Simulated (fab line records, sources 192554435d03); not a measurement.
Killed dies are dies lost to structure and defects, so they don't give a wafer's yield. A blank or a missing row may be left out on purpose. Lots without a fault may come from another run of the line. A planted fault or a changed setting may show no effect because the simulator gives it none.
Chamber matching | flow n5_finfet | N5_MIM_TOP_LITHO_DESCUM_10 on rie_diel-01: 4 sister chambers
The step chemistry O2, time 7.9 s. 8 wafers are shown with their chamber, then 7 later ones without.

WAFERS WITH THEIR CHAMBER
wafer  | chamber | throttle_valve_pct (%) | showerhead_plenum_p_Torr (Torr)
L296.4 | 1       | 20.73                  | 2.01
L296.6 | 0       | 20.27                  | 2.13
L294.4 | 1       | 20.74                  | 2.00
L294.6 | 0       | 20.25                  | 2.13
L297.5 | 2       | 20.09                  | 2.22
L297.6 | 3       | 20.94                  | 2.20
L312.1 | 3       | 20.98                  | 2.18
L312.2 | 2       | 20.17                  | 2.20

WAFERS WITHOUT THEIR CHAMBER
wafer  | throttle_valve_pct (%) | showerhead_plenum_p_Torr (Torr)
L312.3 | 20.32                  | 2.12
L313.2 | 20.16                  | 2.20
L313.3 | 20.80                  | 1.99
L313.6 | 21.00                  | 2.18
L314.1 | 20.34                  | 2.12
L314.3 | 20.17                  | 2.20
L314.5 | 20.31                  | 2.12

WHICH CHAMBER EACH WENT THROUGH
wafer  | from the rows above | in truth
L312.3 | 0                   | 0
L313.2 | 2                   | 2
L313.3 | 1                   | 1
L313.6 | 3                   | 3
L314.1 | 0                   | 0
L314.3 | 2                   | 2
L314.5 | 0                   | 0
Placed correctly: 7 of 7. Can't be placed from these rows: 0. Placed wrongly: 0.
How it was worked out, from the rows above alone: a wafer's distance from a chamber is the root of the sum, over the readings, of the square of ((its reading less the chamber's mean) divided by the reading's scatter). The wafer belongs to the nearest chamber; if the next one is less than 2 further off, it can't be placed. A chamber's mean is the mean of its shown wafers. The scatter: the root of (the sum of the squares of (reading less its chamber's mean) over the shown wafers, divided by (wafers less chambers)).
